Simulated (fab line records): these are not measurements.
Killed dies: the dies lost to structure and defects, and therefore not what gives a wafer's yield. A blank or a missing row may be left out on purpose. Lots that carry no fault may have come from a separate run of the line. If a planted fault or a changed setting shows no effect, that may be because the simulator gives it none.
2 desks, one fault :: flow n5-finfet :: only its own numbers are on each desk; what lay behind them is given at the end

== FROM THE METROLOGY DESK ==
What the gauges read, lot by lot, whatever tool the lot ran on: means of the sampled wafers that have a number. If a lot's mean is further than 4 standard deviations from the usual mean, the lot is out of limits and carries the mark OUT (the distance appears in the brackets). Of its 10 readings 7 are shown: those that lie furthest out on some lot.
Columns: A = DIBL_N at N5_BEOL_M4_RC_MEAS_101, usual 36.4 mV/V; B = DIBL_P at N5_BEOL_M4_RC_MEAS_101, usual 36 mV/V; C = IOFF_N at N5_BEOL_M4_RC_MEAS_101, usual 0.16 nA/um; D = ION_P at N5_BEOL_M4_RC_MEAS_101, usual 464 uA/um; E = SS_N at N5_BEOL_M4_RC_MEAS_101, usual 71.5 mV/dec; F = SS_P at N5_BEOL_M4_RC_MEAS_101, usual 73.3 mV/dec; G = VT_N at N5_BEOL_M4_RC_MEAS_101, usual 250 mV
lot: L834
first seen here: day 10 16:52
A: 33.0
B: 34
C: 0.12
D: 460
E: 70.9
F: 72.2
G: 253

lot: L843
first seen here: day 12 01:52
A: 35.4
B: 36
C: 0.13
D: 453
E: 71.0
F: 73.0
G: 255

lot: L842
first seen here: day 12 11:19
A: 38.8
B: 39
C: 0.22
D: 463
E: 72.0
F: 73.5
G: 247

lot: L849
first seen here: day 14 07:03
A: 37.1
B: 36
C: 0.16
D: 466
E: 70.7
F: 73.1
G: 249
This desk's verdict: no lot among the 4 shows anything out of limits.

== TOOL OWNER'S DESK, litho-track-01 ==
The tool's own readings at N5_SD_EPI_P_COAT_35 (time 60 s, resist thk 35 nm): means of the sampled wafers that have a number, for each lot that ran on this tool. If a lot's mean is further than 4 standard deviations from the usual mean, the lot is out of limits and carries the mark OUT (the distance appears in the brackets).
Columns: A = spin-speed-rpm at N5_SD_EPI_P_COAT_35, usual 1499.7 rpm
lot: L834
first seen here: day 5 05:26
A: 1500.0

lot: L842
first seen here: day 7 02:23
A: 1249.7 (-99 or more) OUT

lot: L843
first seen here: day 7 04:16
A: 1249.9 (-99 or more) OUT
This desk's finding: out of limits on L842, L843; first on L842, day 7 02:23 (spin-speed-rpm at N5_SD_EPI_P_COAT_35). L834 stayed within limits.

== BROUGHT TOGETHER ==
The tool owner's desk could have raised an alarm at day 7 02:23, on L842, L843.
Nothing out of limits was seen by the metrology desk.
The metrology desk has L842, L843 on record, within its limits.
Of the lots named, all ran N5_SD_EPI_P_COAT_35 on litho-track-01.

== WHAT THE SIMULATOR HAD PUT IN ==
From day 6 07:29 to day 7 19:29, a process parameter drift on litho-track-01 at N5_SD_EPI_P_COAT_35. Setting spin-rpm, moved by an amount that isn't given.
Struck lots among those shown: L842, L843.
Delay in hours, fault start to first out-of-limits reading, by desk: the tool owner's desk at 19.
